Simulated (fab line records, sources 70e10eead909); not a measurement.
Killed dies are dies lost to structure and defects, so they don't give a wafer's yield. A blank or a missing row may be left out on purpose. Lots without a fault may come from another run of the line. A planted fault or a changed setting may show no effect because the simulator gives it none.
Tool commonality check | flow nand_harc | 13 lots, 39 wafers sampled

WHY IT WAS OPENED
At NHARC_A_ONON_D1_THK_MEAS_21 the reading thk_nm is flagged on 1 of 13 lots. Wafers without a fault read 1002 nm, standard deviation 9.1.
Rule: a lot is flagged when every wafer of it that has a number lies more than 4 standard deviations from that mean, or none has a number. The other lots count as sound.

lot  | measured     | on            | thk_nm (nm), wafer by wafer | flag
L945 | day 7 20:08  | film_metro-02 | 1003 1002 1001              |
L946 | day 8 09:34  | film_metro-01 | 1004 1004 1003              |
L947 | day 8 09:35  | film_metro-02 | 1005 1005 1005              |
L948 | day 8 19:51  | film_metro-02 | 997 997 997                 |
L949 | day 9 01:34  | film_metro-02 | 1001 1000 1000              |
L952 | day 9 16:02  | film_metro-02 | 990 992 992                 |
L954 | day 10 07:41 | film_metro-01 | 1053 1051 1053              | FLAGGED
L959 | day 11 14:25 | film_metro-02 | 987 989 987                 |
L961 | day 11 21:11 | film_metro-01 | 1010 1013 1011              |
L960 | day 11 21:12 | film_metro-02 | 982 982 983                 |
L963 | day 12 08:34 | film_metro-02 | 999 1001 1000               |
L965 | day 13 00:46 | film_metro-02 | 1009 1007 1008              |
L968 | day 13 04:52 | film_metro-01 | 1008 1010 1009              |
The numbers of the flagged lots are 1052 nm on average: +50 nm against the usual, or +6 standard deviations.

WHICH TOOL RAN EACH LOT
The record holds 3 process steps before the reading, out of a route of 1159 steps. In each cell: the tool, then ch and the chambers that the sampled wafers went through, then the start.
lot  | flag    | NHARC_P_M2_DEP_33               | NHARC_P_BONDPAD_ANNEAL_28        | NHARC_A_ONON_D1_DEP_19
L945 |         | pecvd-04 ch 0,2, day 6 07:24    | rtp_anneal-02 ch 0, day 6 10:50  | pecvd_onon-01 ch 0, day 7 19:38
L946 |         | pecvd-03 ch 0,1,2, day 6 18:08  | rtp_anneal-01 ch 0, day 6 21:41  | pecvd_onon-02 ch 0, day 8 09:04
L947 |         | pecvd-04 ch 0,1, day 6 17:40    | rtp_anneal-02 ch 0, day 6 21:17  | pecvd_onon-01 ch 0, day 8 09:08
L948 |         | pecvd-03 ch 0,2, day 7 04:06    | rtp_anneal-02 ch 0, day 7 07:32  | pecvd_onon-01 ch 0, day 8 19:20
L949 |         | pecvd-03 ch 0,1,2, day 7 11:27  | rtp_anneal-01 ch 0, day 7 14:57  | pecvd_onon-02 ch 0, day 9 01:13
L952 |         | pecvd-04 ch 0,1, day 8 02:40    | rtp_anneal-02 ch 0, day 8 06:12  | pecvd_onon-03 ch 0, day 9 15:32
L954 | FLAGGED | pecvd-04 ch 0,2, day 8 13:48    | rtp_anneal-02 ch 0, day 8 17:33  | pecvd_onon-01 ch 0, day 10 07:17
L959 |         | pecvd-03 ch 0,1, day 9 19:29    | rtp_anneal-02 ch 0, day 9 23:05  | pecvd_onon-02 ch 0, day 11 13:57
L961 |         | pecvd-03 ch 0,1,2, day 10 06:55 | rtp_anneal-02 ch 0, day 10 10:28 | pecvd_onon-02 ch 0, day 11 20:41
L960 |         | pecvd-04 ch 1,2, day 10 08:31   | rtp_anneal-02 ch 0, day 10 12:10 | pecvd_onon-03 ch 0, day 11 20:41
L963 |         | pecvd-03 ch 0,2, day 10 16:35   | rtp_anneal-01 ch 0, day 10 20:14 | pecvd_onon-02 ch 0, day 12 08:07
L965 |         | pecvd-04 ch 1,2, day 11 09:33   | rtp_anneal-01 ch 0, day 11 13:29 | pecvd_onon-03 ch 0, day 13 00:16
L968 |         | pecvd-02 ch 0,2, day 11 14:59   | rtp_anneal-01 ch 0, day 11 18:37 | pecvd_onon-03 ch 0, day 13 04:28
What these steps do:
- NHARC_P_M2_DEP_33: deposits SiCN, target thk 30 nm.
- NHARC_P_BONDPAD_ANNEAL_28: time 90 s.
- NHARC_A_ONON_D1_DEP_19: target thk 1000 nm.
- NHARC_A_ONON_D1_THK_MEAS_21: measures by ellipsometry.

FLAGGED OVER TOTAL, TOOL BY TOOL (the gauges that took the reading come last)
step                        | tool          | lots run | flagged | share of the flagged lots | sound lots run after its first flagged lot
NHARC_P_M2_DEP_33           | pecvd-02      | 1        | 0       | none                      | -
NHARC_P_M2_DEP_33           | pecvd-03      | 6        | 0       | none                      | -
NHARC_P_M2_DEP_33           | pecvd-04      | 6        | 1       | all                       | 2 (L960,L965)
NHARC_P_BONDPAD_ANNEAL_28   | rtp_anneal-01 | 5        | 0       | none                      | -
NHARC_P_BONDPAD_ANNEAL_28   | rtp_anneal-02 | 8        | 1       | all                       | 3 (L959,L961,L960)
NHARC_A_ONON_D1_DEP_19      | pecvd_onon-01 | 4        | 1       | all                       | 0
NHARC_A_ONON_D1_DEP_19      | pecvd_onon-02 | 5        | 0       | none                      | -
NHARC_A_ONON_D1_DEP_19      | pecvd_onon-03 | 4        | 0       | none                      | -
NHARC_A_ONON_D1_THK_MEAS_21 | film_metro-01 | 4        | 1       | all                       | 2 (L961,L968)
NHARC_A_ONON_D1_THK_MEAS_21 | film_metro-02 | 9        | 0       | none                      | -

WHAT THE TABLE ALLOWS
4 rows of the table ran every flagged lot: pecvd-04 at NHARC_P_M2_DEP_33, rtp_anneal-02 at NHARC_P_BONDPAD_ANNEAL_28, pecvd_onon-01 at NHARC_A_ONON_D1_DEP_19, film_metro-01 at NHARC_A_ONON_D1_THK_MEAS_21.
- pecvd-04 at NHARC_P_M2_DEP_33: 1 of its 6 lots flagged. Sound lots ran on it after the first flagged one (L960, L965), which a lasting fault on the whole tool wouldn't allow.
- rtp_anneal-02 at NHARC_P_BONDPAD_ANNEAL_28: 1 of its 8 lots flagged. Sound lots ran on it after the first flagged one (L959, L961, L960), which a lasting fault on the whole tool wouldn't allow.
- pecvd_onon-01 at NHARC_A_ONON_D1_DEP_19: 1 of its 4 lots flagged. Its last sound lot is L948 (day 8 19:20), its first flagged lot L954 (day 10 07:17): a fault that began between those two fits.
- film_metro-01 at NHARC_A_ONON_D1_THK_MEAS_21: 1 of its 4 lots flagged. Sound lots ran on it after the first flagged one (L961, L968), which a lasting fault on the whole tool wouldn't allow.
One tool is left: pecvd_onon-01 at NHARC_A_ONON_D1_DEP_19.

WHAT THE SIMULATOR HAD PUT IN
Process parameter drift: pecvd_onon-01, from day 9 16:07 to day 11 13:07, at NHARC_A_ONON_D1_DEP_19. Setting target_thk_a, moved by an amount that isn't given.
Lots struck among those shown: L954. The rule above found the same.
